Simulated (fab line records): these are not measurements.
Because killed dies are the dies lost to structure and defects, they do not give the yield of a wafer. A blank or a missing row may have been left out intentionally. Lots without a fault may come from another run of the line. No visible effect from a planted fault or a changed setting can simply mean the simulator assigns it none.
Chamber matching -- flow n5-finfet -- N5_BEOL_M6_VIA_ETCH_34 on rie-diel-01: 4 sister chambers
The step etches SiCOH lowk in C4F6/O2, target depth 126.3 nm, time 50.9 s. 7 wafers are shown with their chamber, then 7 later ones without.

WAFERS, EACH WITH ITS CHAMBER
wafer,chamber,throttle-valve-pct (%),showerhead-plenum-p-Torr (Torr)
L373.5,0,20.69,2.84
L379.6,3,20.61,3.01
L378.3,1,21.01,2.87
L378.5,2,21.42,2.84
L378.6,3,20.62,3.01
L386.1,2,21.45,2.83
L386.3,1,21.03,2.86

WAFERS MISSING THEIR CHAMBER
wafer,throttle-valve-pct (%),showerhead-plenum-p-Torr (Torr)
L386.5,21.02,2.86
L387.1,21.02,2.86
L387.3,20.72,2.83
L387.5,20.73,2.83
L389.2,20.73,2.82
L389.4,21.44,2.83
L389.6,20.73,2.83

WHICH CHAMBER EACH WENT THROUGH
wafer,from the rows above,in truth
L386.5,1,1
L387.1,1,1
L387.3,0,0
L387.5,0,0
L389.2,0,0
L389.4,2,2
L389.6,0,0
7 of 7 placed correctly. Number that these rows cannot place: 0. Placed wrongly: 0.
How it was worked out, from the rows above alone: a wafer's distance from a chamber is the root of the sum, over the readings, of the square of ((its reading less the chamber's mean) divided by the reading's scatter). The wafer belongs to the nearest chamber; if the next one is less than 2 further off, it can't be placed. For every chamber, the mean is computed from those of its wafers that are shown. The scatter is the square root of a quotient: the sum, over the shown wafers, of each reading's squared deviation from its chamber's mean, divided by wafers minus chambers.
